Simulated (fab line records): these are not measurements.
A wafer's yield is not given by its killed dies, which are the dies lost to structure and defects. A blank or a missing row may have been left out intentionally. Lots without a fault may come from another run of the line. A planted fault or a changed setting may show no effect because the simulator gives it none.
Which of the tools did it? + flow n5 finfet + Sampling: 11 lots, 32 wafers, 2 of 1938 route steps

WHAT THE GAUGES READ, wafer by wafer
N5_PASSIVATION_OVL_MEAS_63.
| lot  | measured     | on         | PAD_OVL (nm) |
|------|--------------|------------|--------------|
| L747 | day 12 10:39 | overlay-02 | 2 8 0        |
| L749 | day 12 10:19 | overlay-01 | -4 -4 -8     |
| L756 | day 13 17:31 | overlay-02 | -6 -10 -15   |
| L758 | day 14 12:15 | overlay-01 | -21 -7 -14   |
| L757 | day 15 00:30 | overlay-01 | 0 -10 -7     |
| L759 | day 15 00:43 | overlay-02 | -11 1 -5     |
| L760 | day 15 04:36 | overlay-01 | -3 1 1       |
| L763 | day 16 13:46 | overlay-01 | 2 -3 -1      |
| L767 | day 17 00:47 | overlay-01 | 0 -9 -4      |
| L765 | day 17 05:50 | overlay-02 | 2 1          |
| L770 | day 17 17:32 | overlay-02 | 0 -13 -6     |

TOOL THAT RAN EACH LOT (tool first, then ch and the chambers of the sampled wafers, then the start)
| lot  | N5_BEOL_M13_SPUTTER_44       |
|------|------------------------------|
| L747 | pvd sputter-02, day 11 10:46 |
| L749 | pvd sputter-02, day 11 11:46 |
| L756 | pvd sputter-03, day 12 21:00 |
| L758 | pvd sputter-03, day 13 16:16 |
| L757 | pvd sputter-03, day 14 02:47 |
| L759 | pvd sputter-03, day 14 05:14 |
| L760 | pvd sputter-02, day 14 07:59 |
| L763 | pvd sputter-01, day 15 11:00 |
| L767 | pvd sputter-01, day 16 02:27 |
| L765 | pvd sputter-02, day 16 02:29 |
| L770 | pvd sputter-01, day 16 13:51 |
- N5_BEOL_M13_SPUTTER_44: material Ta, target thk 10 nm, time 16.13 s.

THE ANSWER, worked out from the rows above alone
Rule: the lots themselves supply what counts as usual. The widest of any qualifying gaps counts: lots, ordered by their means at a reading, are off when they make up no more than a third of the lots, leave a main group of 4 or more, and stand apart from it by 3 or more times the standard deviation of that group's means. Not used: any main group whose means are identical at the precision the tables above print for the reading. Also off: a lot with no number at a reading for which 4 or more lots have one. Any other lot the step has rows for is counted as sound.
No lot is off at any reading shown: from this, nothing can be told.

WHAT THE SIMULATOR HAD INSERTED
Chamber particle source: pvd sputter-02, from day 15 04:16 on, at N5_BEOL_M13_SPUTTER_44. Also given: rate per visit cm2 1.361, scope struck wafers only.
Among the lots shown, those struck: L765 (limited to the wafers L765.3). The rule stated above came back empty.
